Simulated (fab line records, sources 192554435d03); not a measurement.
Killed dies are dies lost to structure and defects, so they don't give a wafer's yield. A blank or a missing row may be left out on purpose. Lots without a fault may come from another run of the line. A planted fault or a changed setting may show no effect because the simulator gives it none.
One fault seen from 2 desks | flow n5_finfet | each desk has only its own numbers; what lay behind them comes last

THE TOOL OWNER'S DESK: pecvd-01
The tool's own readings at N5_FIN_SAQP_HM_DEP_72 (deposits SiO2 from SiH4/N2O, target thk 12 nm, time 7.2 s): means of the sampled wafers that have a number, for each lot that ran on this tool. A lot is out of limits, marked OUT, if its mean lies more than 4 standard deviations from the usual mean; the brackets give that distance.
Columns: A = heater_power_w at N5_FIN_SAQP_HM_DEP_72, usual 772 W; B = showerhead_plenum_p_Torr at N5_FIN_SAQP_HM_DEP_72, usual 8.08 Torr
lot  | first seen here | A   | B
L869 | day 2 23:17     | 989 | 7.97
L874 | day 4 03:47     | 722 | 7.96
L877 | day 4 22:36     | 888 | 7.93
This desk's finding: nothing out of limits on any of the 3 lots.

THE METROLOGY DESK
What the gauges read, lot by lot, whatever tool the lot ran on: means of the sampled wafers that have a number. A lot is out of limits, marked OUT, if its mean lies more than 4 standard deviations from the usual mean; the brackets give that distance. Of its 10 readings 7 are shown: those that lie furthest out on some lot.
Columns: A = DIBL_N at N5_BEOL_M4_RC_MEAS_101, usual 36.0 mV/V; B = DIBL_P at N5_BEOL_M4_RC_MEAS_101, usual 36.7 mV/V; C = IOFF_P at N5_BEOL_M4_RC_MEAS_101, usual 0.21 nA/um; D = ION_P at N5_BEOL_M4_RC_MEAS_101, usual 461 uA/um; E = SS_N at N5_BEOL_M4_RC_MEAS_101, usual 71.5 mV/dec; F = SS_P at N5_BEOL_M4_RC_MEAS_101, usual 73.4 mV/dec; G = VT_P at N5_BEOL_M4_RC_MEAS_101, usual -251 mV
lot  | first seen here | A    | B    | C    | D   | E    | F    | G
L869 | day 8 19:01     | 35.8 | 36.7 | 0.22 | 470 | 72.3 | 73.1 | -248
L874 | day 10 02:05    | 33.8 | 35.1 | 0.16 | 451 | 71.0 | 73.2 | -253
L877 | day 10 21:06    | 35.0 | 32.5 | 0.21 | 471 | 71.1 | 72.5 | -248
L884 | day 13 00:25    | 37.0 | 38.7 | 0.22 | 457 | 71.7 | 74.3 | -253
This desk's finding: nothing out of limits on any of the 4 lots.

PUT TOGETHER
The tool owner's desk saw nothing out of limits.
The metrology desk saw nothing out of limits.

WHAT THE SIMULATOR HAD PUT IN
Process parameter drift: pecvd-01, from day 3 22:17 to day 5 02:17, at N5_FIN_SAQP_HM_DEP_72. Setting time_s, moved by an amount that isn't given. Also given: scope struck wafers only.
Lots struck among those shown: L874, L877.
